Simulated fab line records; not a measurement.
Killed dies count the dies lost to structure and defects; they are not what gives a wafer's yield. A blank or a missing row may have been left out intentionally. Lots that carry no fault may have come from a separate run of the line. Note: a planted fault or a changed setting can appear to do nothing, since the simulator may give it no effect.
fab line records    flow n5_finfet
record: lots: 5  wafers: 15  last_day: 17
route steps=1938 shown FIN_SAQP@120
lots with no fault: from the same line, run without faults
start_h: start of the lot's first displayed wafer, in hours after the record's first day    wait_h: how many hours have passed since the lot's step before this one    " same as the row above    L1.1+2: a single row standing in for several wafers    - no value, or no start was given    * or withheld: withheld    < > ~ a bound
route shown NAME@n: a module of which the file shows steps, and the number in the route of the first    usual: the fault-free wafers' mean and standard deviation    same: alike in all rows    chamber/n: place in a boat    sites: the reading at each site    _std_site: how widely they spread, as a standard deviation    _edge_site: the outer-site mean with the inner-site mean subtracted    radius_mm: how far each site lies from the wafer's centre    mask NAME#n: copy n    behind: the last tool/chamber to shape the wafer    hold: the reason the lot was held/the length of the hold in hours/how it ended    device: names the non-switching transistor (n, p or np)    end of line: tests run on the same wafers once the route is complete    a step with no rows: only its recipe    killed: the dies lost at the first sort to structure and to defects; this is not the yield of the wafer    map: a wafer's dies, marking killed ones x, the rest . and places with no die _
set.NAME: the setting that was run; set.NAME@STEP: the one run at that earlier step    model.NAME: the simulator's own value behind a step, which no gauge read
certain route steps with their lots: each step a table, each wafer a row
services: the hour from which a tool's chamber was out of use, counted from the record's first day as start_h (under 0 if before that day), plus the number of hours and why
== steps ==
step: N5_FIN_SAQP_MANDREL_ETCH_22
recipe: target_depth_a: 600  chemistry: HBr/Cl2  target: a-Si  stop_on: SiNx  bt_time_s: 10  over_etch_frac: 0.5  time_s: 30  pressure_mtorr: 10  icp_w: 800  bias_w: 75  HBr_flow_sccm: 150  Cl2_flow_sccm: 80  ends: end_point
usual: drypump_motor_current_A: 5.5/0.51  oes_product_au: 0.766/0.012  throttle_valve_pct: 35.42/0.29
lot.wafer  tool       chamber  start_h  wait_h  drypump_motor_current_A  oes_product_au  rf_hours_counter_h  throttle_valve_pct
L085.4     rie_si-06  0        88.61    0.0     6.5                      0.778           171                 35.31
L085.5     "          0        "        "       6.5                      0.774           -                   35.35
L085.6     "          3        "        "       4.9                      0.758           -                   35.35
L090.2     rie_si-05  3        120.14   0.0     5.5                      0.755           78                  34.99
L090.4     "          2        "        "       5.7                      0.768           18                  35.51
L090.5     "          0        "        "       4.9                      0.764           -                   35.83
L091.3     rie_si-05  2        124.59   0.0     5.8                      0.776           18                  35.52
L091.5     "          3        "        "       5.5                      0.762           -                   34.94
L091.6     "          0        "        "       4.9                      0.751           -                   35.82
L092.4     rie_si-05  0        131.55   0.1     4.9                      0.769           -                   35.79
L092.5     "          3        "        "       5.5                      0.763           -                   34.94
L092.6     "          2        "        "       5.8                      0.764           -                   35.54
L096.1     rie_si-05  1        154.66   0.0     5.4                      0.767           74                  35.67
L096.2     "          0        "        "       4.9                      0.766           9                   35.80
L096.4     "          3        "        "       5.5                      0.763           79                  34.97
step: N5_FIN_SAQP_STRIP_55
recipe: chemistry: N2/H2  power_w: 500  temp_c: 40  pressure_mtorr: 50  rf_frequency_hz: 6e+07  overash_fraction: 0.3  bias_power_w: 28  h2_frac: 0.5  n2_flow_sccm: 300  h2_flow_sccm: 300
usual: bias_power_w: 28.00/0.076  drypump_motor_current_A: 5.9/0.47  oes_product_au: 0.75/0.052  rf_vpp_V: 121.8/1.4  showerhead_plenum_p_Torr: 3.39/0.11  throttle_valve_pct: 19.0/0.36
lot.wafer  tool         chamber  start_h  wait_h  bias_power_w  drypump_motor_current_A  oes_product_au  rf_hours_counter_h  rf_vpp_V  showerhead_plenum_p_Torr  throttle_valve_pct
L085.4     rie_diel-05  0        88.70    0.1     28.05         6.4                      0.79            133                 118.9     3.26                      18.9
L085.5     "            1        "        "       27.94         4.7                      0.71            -                   120.6     3.47                      19.6
L085.6     "            0        "        "       28.07         6.4                      0.78            -                   120.3     3.26                      18.9
L090.2     rie_diel-01  0        120.24   0.1     27.97         6.3                      0.69            217                 121.1     3.20                      19.2
L090.4     "            2        "        "       28.03         5.7                      0.78            153                 120.1     3.50                      19.3
L090.5     "            2        "        "       27.98         5.7                      0.77            -                   123.0     3.50                      19.3
L091.3     rie_diel-01  1        124.77   0.1     28.03         6.6                      0.69            237                 123.8     3.48                      18.8
L091.5     "            2        "        "       27.84         5.7                      0.77            -                   122.7     3.50                      19.3
L091.6     "            0        "        "       27.96         6.2                      0.68            -                   119.0     3.20                      19.2
L092.4     rie_diel-01  2        131.62   0.0     28.07         5.7                      0.77            157                 120.5     3.50                      19.3
L092.5     "            3        "        "       28.06         5.8                      0.77            -                   121.4     3.36                      18.9
L092.6     "            0        "        "       28.04         6.3                      0.68            -                   120.0     3.20                      19.2
L096.1     rie_diel-01  1        154.76   0.1     28.00         6.5                      0.68            243                 121.7     3.48                      18.9
L096.2     "            0        "        "       27.97         6.3                      0.68            232                 121.8     3.19                      19.2
L096.4     "            3        "        "       27.97         5.8                      0.76            163                 122.8     3.35                      19.0
step: N5_FIN_SAQP_STRIP_23
recipe: chemistry: SPM  time_s: 750  temp_c: 130  h2so4_h2o2_vol_ratio: 4
usual: bath_guard_temp_C: 130.1/0.44
lot.wafer  tool          chamber  start_h  wait_h  bath_guard_temp_C
L085.4     wet_bench-02  2        88.77    -       129.6
L085.5     "             3        "        "       130.1
L085.6     "             0        "        "       130.4
L090.2     wet_bench-03  7        120.31   -       130.1
L090.4     "             4        "        "       130.4
L090.5     "             2        "        "       129.7
L091.3     wet_bench-03  7        124.84   -       130.3
L091.5     "             3        "        "       130.8
L091.6     "             1        "        "       129.5
L092.4     wet_bench-03  7        131.69   -       129.7
L092.5     "             2        "        "       129.7
L092.6     "             1        "        "       129.6
L096.1     wet_bench-03  4        154.83   -       130.0
L096.2     "             5        "        "       129.9
L096.4     "             0        "        "       129.8
step: N5_FIN_SAQP_SRD_66
recipe: dry: ipa_marangoni  time_s: 30  temp_c: 23  rinse_liquid: diw
lot.wafer   tool          chamber  start_h  wait_h
L085.4+5+6  wet_bench-02  2,3,0    88.98    0.0
L090.2+4+5  wet_bench-03  7,4,2    120.53   0.0
L091.3+5+6  wet_bench-03  7,3,1    125.06   0.0
L092.4+5+6  wet_bench-03  7,2,1    131.90   0.0
L096.1+2+4  wet_bench-03  4,5,0    155.04   0.0
step: N5_FIN_SAQP_RECESS_75
recipe: chemistry: HF/NH3  target: SiO2  target_depth_a: 144  afs_cycles: 3  temp_c: 30  sublimation_temp_c: 180  sublimation_time_s: 60
usual: drypump_motor_current_A: 5.4/0.56  foreline_p_Torr: 0.1279/0.00057
same: sublimation_time_s: 60
lot.wafer  tool           chamber  start_h  wait_h  drypump_motor_current_A  foreline_p_Torr
L085.4     vapor_etch-01  1        89.19    0.2     6.0                      0.1279
L085.5     "              1        "        "       6.0                      0.1274
L085.6     "              0        "        "       4.7                      0.1284
L090.2     vapor_etch-01  1        120.58   0.0     5.9                      0.1271
L090.4     "              1        "        "       6.0                      0.1265
L090.5     "              1        "        "       5.9                      0.1280
L091.3     vapor_etch-01  1        125.50   0.4     6.0                      0.1286
L091.5     "              0        "        "       4.7                      0.1279
L091.6     "              1        "        "       5.9                      0.1278
L092.4     vapor_etch-01  1        132.07   0.1     5.9                      0.1282
L092.5     "              0        "        "       4.7                      0.1285
L092.6     "              1        "        "       5.9                      0.1281
L096.1     vapor_etch-01  1        155.08   0.0     5.9                      0.1277
L096.2     "              0        "        "       4.7                      0.1281
L096.4     "              1        "        "       5.9                      0.1285
step: N5_FIN_SAQP_SPACER1_ALD_24
recipe: material: SiO2  target_thk_a: 203  temp_c: 300  ald_precursor_family: BDEAS  ald_co_reactant: O2-plasma  pulse_time_s: 1  purge_time_s: 2  co_reactant_purge_time_s: 2  ald_cycles: 218  pressure_torr: 2
usual: chamber_pressure_Torr: 2.000/0.0042  heater_power_w: 482/62  precursor_pulse_height_rel: 0.999/0.02
lot.wafer  tool        chamber  start_h  wait_h  chamber_pressure_Torr  heater_power_w  precursor_pulse_height_rel  since_wet_clean_h
L085.4     ald_sin-04  2        89.53    0.2     2.011                  516             1.016                       187
L085.5     "           2        "        "       2.000                  527             1.027                       -
L085.6     "           3        "        "       2.002                  441             0.991                       -
L090.2     ald_sin-01  0        121.25   0.5     2.004                  528             0.983                       309
L090.4     "           1        "        "       1.994                  482             0.995                       309
L090.5     "           1        "        "       2.004                  476             0.995                       -
L091.3     ald_sin-03  3        126.04   0.4     1.992                  528             1.010                       26
L091.5     "           0        "        "       2.006                  618             0.976                       -
L091.6     "           3        "        "       2.002                  500             1.011                       -
L092.4     ald_sin-03  2        132.33   0.1     1.995                  476             0.988                       33
L092.5     "           0        "        "       2.006                  630             0.989                       -
L092.6     "           3        "        "       1.995                  522             0.977                       -
L096.1     ald_sin-01  2        155.47   0.3     2.001                  474             1.040                       343
L096.2     "           0        "        "       2.003                  533             1.021                       343
L096.4     "           1        "        "       2.000                  488             1.002                       343
step: N5_FIN_SAQP_SPACER1_ETCHBACK_25
recipe: chemistry: CHF3/O2  mode: anisotropic_etchback  target: SiO2  target_depth_a: 244  time_s: 12.2  pressure_mtorr: 30  source_w: 650  bias_w: 170  Ar_flow_sccm: 200  CHF3_flow_sccm: 50  O2_flow_sccm: 5  ion_energy_ev: 200
usual: drypump_motor_current_A: 5.8/0.47  oes_product_au: 0.76/0.061  rf_vpp_V: 524/19  showerhead_plenum_p_Torr: 2.41/0.071  throttle_valve_pct: 19.01/0.24
lot.wafer  tool         chamber  start_h  wait_h  drypump_motor_current_A  oes_product_au  rf_hours_counter_h  rf_vpp_V  showerhead_plenum_p_Torr  throttle_valve_pct
L085.4     rie_diel-05  2        90.25    0.4     5.9                      0.74            174                 535       2.39                      18.86
L085.5     "            1        "        "       4.7                      0.71            -                   534       2.51                      19.35
L085.6     "            0        "        "       6.4                      0.77            -                   508       2.34                      18.94
L090.2     rie_diel-02  3        121.97   0.4     5.9                      0.95            9                   518       2.36                      18.81
L090.4     "            2        "        "       5.7                      0.82            78                  542       2.45                      18.97
L090.5     "            0        "        "       5.3                      0.75            -                   495       2.40                      19.18
L091.3     rie_diel-05  3        126.89   0.5     5.6                      0.68            212                 535       2.49                      18.83
L091.5     "            3        "        "       5.6                      0.69            -                   534       2.49                      18.86
L091.6     "            0        "        "       6.4                      0.76            -                   507       2.33                      18.97
L092.4     rie_diel-02  3        133.05   0.4     5.9                      0.93            13                  516       2.36                      18.83
L092.5     "            3        "        "       5.9                      0.93            -                   516       2.36                      18.81
L092.6     "            0        "        "       5.3                      0.74            -                   495       2.40                      19.19
L096.1     rie_diel-02  1        156.31   0.5     5.9                      0.75            131                 538       2.30                      18.76
L096.2     "            3        "        "       5.9                      0.92            22                  516       2.36                      18.84
L096.4     "            0        "        "       5.3                      0.74            183                 496       2.40                      19.21
step: N5_FIN_SAQP_MANDREL1_REMOVE_56
recipe: chemistry: HBr/Cl2/O2  bt_time_s: 10  target: a-Si  stop_on: SiNx  endpoint: OES-SiCl  over_etch_frac: 1  icp_w: 600  bias_w: 22  HBr_flow_sccm: 150  Cl2_flow_sccm: 80  O2_flow_sccm: 5  pressure_mtorr: 10
usual: drypump_motor_current_A: 5.5/0.5  oes_product_au: 0.992/0.013  throttle_valve_pct: 36.75/0.29
lot.wafer  tool       chamber  start_h  wait_h  drypump_motor_current_A  oes_product_au  rf_hours_counter_h  throttle_valve_pct
L085.4     rie_si-01  0        90.34    0.1     5.9                      1.001           82                  36.42
L085.5     "          3        "        "       5.9                      0.977           -                   37.29
L085.6     "          0        "        "       5.9                      1.000           -                   36.43
L090.2     rie_si-06  3        122.06   0.1     5.0                      0.989           7                   36.70
L090.4     "          1        "        "       6.0                      1.018           127                 36.44
L090.5     "          3        "        "       5.0                      0.979           -                   36.68
L091.3     rie_si-06  2        126.98   0.1     5.0                      0.995           1                   36.80
L091.5     "          2        "        "       5.0                      0.992           -                   36.80
L091.6     "          3        "        "       5.0                      0.975           -                   36.68
L092.4     rie_si-06  3        133.13   0.1     5.0                      0.983           7                   36.69
L092.5     "          2        "        "       5.0                      1.001           -                   36.80
L092.6     "          1        "        "       6.0                      0.996           -                   36.46
L096.1     rie_si-01  0        156.40   0.1     6.0                      1.008           83                  36.41
L096.2     "          3        "        "       6.0                      0.973           111                 37.30
L096.4     "          1        "        "       5.7                      1.009           125                 36.74
step: N5_FIN_SAQP_CD_MEAS_27
recipe: target_cd_nm: 20  landing_energy_ev: 1000  detector: se_inlens  polarity: line
usual: cd_nm: 20.30/0.26
lot.wafer  tool       chamber  start_h  wait_h  cd_nm
L085.4     cd_sem-03  0        90.46    0.1     19.76
L085.5     "          0        "        "       20.28
L085.6     "          0        "        "       20.16
L090.2     cd_sem-01  0        122.17   0.1     20.35
L090.4     "          0        "        "       20.46
L090.5     "          0        "        "       20.38
L091.3     cd_sem-02  0        127.09   0.1     20.50
L091.5     "          0        "        "       20.78
L091.6     "          0        "        "       20.58
L092.4     cd_sem-03  0        133.25   0.1     20.63
L092.5     "          0        "        "       20.03
L092.6     "          0        "        "       20.36
L096.1     cd_sem-01  0        156.51   0.1     20.27
L096.2     "          0        "        "       20.72
L096.4     "          0        "        "       20.40
== services ==
tool          chamber  start_h  hours  kind
rie_diel-02   -        65.60    2.8    pm
rie_diel-01   3        70.89    5.6    repair
wet_bench-03  -        72.24    1.0    repair
rie_diel-02   3        72.95    -      clean
rie_diel-02   3        72.95    -      consumable_replace:focus_ring
rie_diel-02   3        72.95    20.8   scheduled_down
rie_diel-02   3        72.95    20.8   vent_cycle
rie_si-05     0        81.21    1.4    repair
ald_sin-03    -        85.74    14.0   pm
ald_sin-03    0        85.74    14.0   vent_cycle
ald_sin-03    1        85.74    14.0   vent_cycle
ald_sin-03    2        85.74    14.0   vent_cycle
ald_sin-03    3        85.74    14.0   vent_cycle
wet_bench-02  -        98.44    0.9    repair
ald_sin-01    1        99.03    2.6    repair
ald_sin-03    0        99.74    -      clean
ald_sin-03    1        99.74    -      clean
ald_sin-03    2        99.74    -      clean
ald_sin-04    -        112.23   14.6   pm
ald_sin-01    2        127.67   1.4    repair
rie_si-05     1        130.68   2.4    repair
rie_diel-05   3        132.65   7.5    repair
rie_diel-01   1        135.00   12.9   repair
rie_si-05     2        143.00   9.1    repair
== key ==
fault none
